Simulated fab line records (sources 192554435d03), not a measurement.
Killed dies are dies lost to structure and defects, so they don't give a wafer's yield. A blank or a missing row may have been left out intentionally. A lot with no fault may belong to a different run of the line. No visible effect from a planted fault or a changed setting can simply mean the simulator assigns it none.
Struck lot and sound lot, side by side :: flow n5-finfet :: 31 steps out of a route of 1938
Sound: the wafers L837.1, L837.3, L837.4. Struck: wafers L849.3, L849.5, L849.6. Last of all comes the cause.
Order at every step that has rows: each side's tool, ch and its chambers, its first start. Under that, the readings that differ: sound wafers :: struck wafers :: difference of the means :: sigmas: that difference in standard deviations of wafers without a fault.
alike: same words and numbers on both sides, and readings whose means sit less than 2 such deviations apart. not compared: any withheld reading, any reading some wafer has no value for, any bound like >300 that may hide the same value, and any number with overlapping values for which the record gives no deviation.
A row with sigmas, a row that says differs or no value, or rows on one side alone: a step with any of these is where the two part. When numbers do not overlap yet have no deviation, they are printed without sigmas and do not part them. A reading that every wafer of one side lacks parts them only if that side has two wafers or more.

N5_BEOL_M12_ETCH_38: etches SiCN in CF4/N2, target depth 68.7 nm, time 73.4 s.
  sound on rie-diel-02 ch 1,2,3, day 10 11:44; struck on rie-diel-06 ch 1,2, day 13 18:11
  alike: chamber-pressure-mTorr, drypump-motor-current-A, n2-flow-sccm, oes-product-au, rf-vpp-V, showerhead-plenum-p-Torr, throttle-valve-pct
  not compared: rf-hours-counter-h
then, 5 steps without rows for these wafers: N5_BEOL_M12_PRECLEAN_39 (cleans in residue remover, time 60 s); N5_BEOL_M12_SRD_40 (time 30 s, dry time 30 s); N5_BEOL_M12_DEGAS_41 (time 60 s); N5_BEOL_M12_PRE_CLEAN_42 (time 30 s); N5_BEOL_M12_SPUTTER_43 (material TaN, target thk 15 nm, time 24.19 s).
N5_BEOL_M12_SPUTTER_44: material Ta, target thk 10 nm, time 16.13 s.
  sound on pvd-sputter-02, day 10 12:11; struck on pvd-sputter-01, day 13 18:36
  alike: throttle-valve-pct
N5_BEOL_M12_SPUTTER_45: material Cu, target thk 80 nm, time 13.33 s.
  sound on pvd-sputter-02, day 10 12:16; struck on pvd-sputter-01, day 13 18:41
  alike: chuck-sensor-temp-C, throttle-valve-pct
then, 2 steps without rows for these wafers: N5_BEOL_M12_ECD_47 (material Cu, target thk 720 nm); N5_BEOL_M12_ANNEAL_48 (time 90 s).
N5_BEOL_M12_CMP_49: polishes, stops on SiOC, t overpolish 20.6 s, target thk 320 nm.
  sound on cmp-01 ch 0,1,3, day 10 13:05; struck on cmp-03 ch 2,3, day 13 19:17
  alike: barrier-field-endpoint-s, clearing-platen-down-force-psi, motor-current-A, overpolish-run-s
N5_BEOL_M12_THK_MEAS_50: measures by xrf.
  sound on film-metro-01, day 10 13:23; struck on film-metro-01, day 13 19:32
  alike: M12_THK
N5_BEOL_M12_PRE_CLEAN_52: time 15 s.
  sound on pecvd-02 ch 0,1, day 10 13:25; struck on pecvd-01 ch 0,1, day 13 19:34
then, 1 step without rows for these wafers: N5_BEOL_M12_DEP_53 (deposits SiCN from 3MS/NH3, target thk 30 nm, time 10.5 s).
N5_BEOL_M12_RS_MEAS_54: uses a four-point probe to measure.
  sound on film-metro-02, day 10 13:32; struck on film-metro-02, day 13 19:40
  alike: M12_RS
N5_BEOL_M12_INSPECT_55: inspects for defects (darkfield).
  sound on defect-inspect-02, day 10 13:34; struck on defect-inspect-01, day 13 19:41
reading: raw-defect-count
sound: 70 73 50
struck: 671 690 656
difference: +608
sigmas: +28
then, 1 step without rows for these wafers: N5_BEOL_M13_ILD_DEP_00 (deposits SiOC from DEMS/O2, target thk 837.92 nm, time 166.4 s).
N5_BEOL_M13_THK_MEAS_01:
  sound on film-metro-01, day 10 13:45; struck on film-metro-01, day 13 19:52
  alike: M13_ILD_THK
then, 8 steps without rows for these wafers: N5_BEOL_M13_COAT_58 (time 60 s, resist thk 89 nm); N5_BEOL_M13_COAT_04 (resist thk 400 nm); N5_BEOL_M13_EBR_06; N5_BEOL_M13_SOFTBAKE_05 (time 60 s); N5_BEOL_M13_EXPOSE_07 (exposes mask V12); N5_BEOL_M13_PEB_08 (peb time 90 s); N5_BEOL_M13_DEVELOP_09 (develop time 45 s); N5_BEOL_M13_HARDBAKE_14 (time 120 s).
N5_BEOL_M13_CD_MEAS_10: the cd target is 190 nm.
  sound on cd-sem-02 ch 0, day 10 14:11; struck on cd-sem-03 ch 0, day 13 20:18
  alike: cd-nm
N5_BEOL_M13_OVL_MEAS_11:
  sound on overlay-01 ch 0, day 10 14:13; struck on overlay-02 ch 0, day 13 20:20
  alike: V12_OVL
N5_BEOL_M13_INSPECT_12: inspects for defects (macro).
  sound on defect-inspect-01, day 10 14:14; struck on defect-inspect-02, day 13 20:21
reading: raw-defect-count
sound: 1 3 4
struck: >300 >300 >300
difference: differs
sigmas: 
N5_BEOL_M13_DESCUM_15: chemistry O2, time 7.9 s.
  sound on rie-diel-03 ch 0,2,3, day 10 14:34; struck on rie-diel-05 ch 1,2, day 13 20:23
  alike: chamber-pressure-mTorr, drypump-motor-current-A, oes-product-au, rf-vpp-V, showerhead-plenum-p-Torr, throttle-valve-pct
  not compared: rf-hours-counter-h
N5_PASSIVATION_PROBE_49:
  rows exist in the record for the struck wafers here (prober-02, day 15 03:50), but not for the sound ones

== WHERE THEY PART ==
At N5_BEOL_M12_INSPECT_55 first; at N5_PASSIVATION_PROBE_49 last (within this record only).

WHY: what had been put in by the simulator
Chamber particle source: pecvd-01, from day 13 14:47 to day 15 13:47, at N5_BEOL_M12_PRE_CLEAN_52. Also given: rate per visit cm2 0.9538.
